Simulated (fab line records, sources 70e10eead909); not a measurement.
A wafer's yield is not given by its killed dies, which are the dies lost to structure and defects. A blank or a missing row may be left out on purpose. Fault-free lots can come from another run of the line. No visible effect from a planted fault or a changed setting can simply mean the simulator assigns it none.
Chamber matching / flow nand-harc / NHARC_A_CONTACT_DEP_85 on pecvd-04: 3 sister chambers
The step deposits SiON, target thk 50 nm. 22 wafers are shown with their chamber, then 11 later ones without.

WAFERS PAIRED WITH THEIR CHAMBERS
wafer=L077.3; chamber=0; heater-power-w (W)=789
wafer=L077.4; chamber=0; heater-power-w (W)=758
wafer=L077.6; chamber=2; heater-power-w (W)=687
wafer=L075.2; chamber=0; heater-power-w (W)=818
wafer=L075.3; chamber=2; heater-power-w (W)=667
wafer=L075.5; chamber=0; heater-power-w (W)=809
wafer=L078.2; chamber=1; heater-power-w (W)=866
wafer=L078.3; chamber=1; heater-power-w (W)=900
wafer=L078.5; chamber=2; heater-power-w (W)=602
wafer=L079.2; chamber=2; heater-power-w (W)=687
wafer=L079.3; chamber=0; heater-power-w (W)=732
wafer=L079.6; chamber=1; heater-power-w (W)=853
wafer=L080.2; chamber=0; heater-power-w (W)=717
wafer=L080.4; chamber=0; heater-power-w (W)=726
wafer=L080.6; chamber=2; heater-power-w (W)=611
wafer=L081.1; chamber=2; heater-power-w (W)=621
wafer=L081.2; chamber=0; heater-power-w (W)=788
wafer=L081.4; chamber=0; heater-power-w (W)=776
wafer=L083.1; chamber=2; heater-power-w (W)=664
wafer=L083.3; chamber=0; heater-power-w (W)=825
wafer=L083.5; chamber=2; heater-power-w (W)=689
wafer=L086.1; chamber=0; heater-power-w (W)=816

SIGNATURES (means of the wafers above)
reading=heater-power-w; chamber 0=777.64; chamber 1=873.00; chamber 2=653.50; scatter within a chamber=36.9
Rule: for each reading, subtract the chamber's mean from the wafer's reading, divide by that reading's scatter and square the result; add these up over the readings and take the root, which gives the wafer's distance from the chamber. If the next closest chamber is less than 2 further off than the closest, the wafer can't be placed; otherwise it belongs to the closest. The scatter: take each reading less its chamber's mean, square it, sum over the shown wafers, divide by the number of wafers less the number of chambers, and take the root.

WAFERS WITH NO CHAMBER GIVEN
wafer=L086.4; heater-power-w (W)=652
wafer=L086.6; heater-power-w (W)=843
wafer=L088.2; heater-power-w (W)=636
wafer=L088.3; heater-power-w (W)=750
wafer=L088.6; heater-power-w (W)=857
wafer=L091.1; heater-power-w (W)=904
wafer=L091.4; heater-power-w (W)=821
wafer=L091.6; heater-power-w (W)=898
wafer=L094.1; heater-power-w (W)=742
wafer=L094.4; heater-power-w (W)=680
wafer=L094.6; heater-power-w (W)=726

EACH ONE'S CHAMBER
wafer=L086.4; from the rows above=2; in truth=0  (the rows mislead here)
wafer=L086.6; from the rows above=can't be placed: 1 or 0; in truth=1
wafer=L088.2; from the rows above=2; in truth=2
wafer=L088.3; from the rows above=can't be placed: 0 or 2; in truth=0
wafer=L088.6; from the rows above=can't be placed: 1 or 0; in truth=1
wafer=L091.1; from the rows above=1; in truth=1
wafer=L091.4; from the rows above=can't be placed: 0 or 1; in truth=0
wafer=L091.6; from the rows above=1; in truth=1
wafer=L094.1; from the rows above=can't be placed: 0 or 2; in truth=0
wafer=L094.4; from the rows above=can't be placed: 2 or 0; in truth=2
wafer=L094.6; from the rows above=can't be placed: 0 or 2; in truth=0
Placed correctly: 3 of 11. Can't be placed from these rows: 7 (the true chamber is among the candidates in 7). Number placed wrongly: 1.
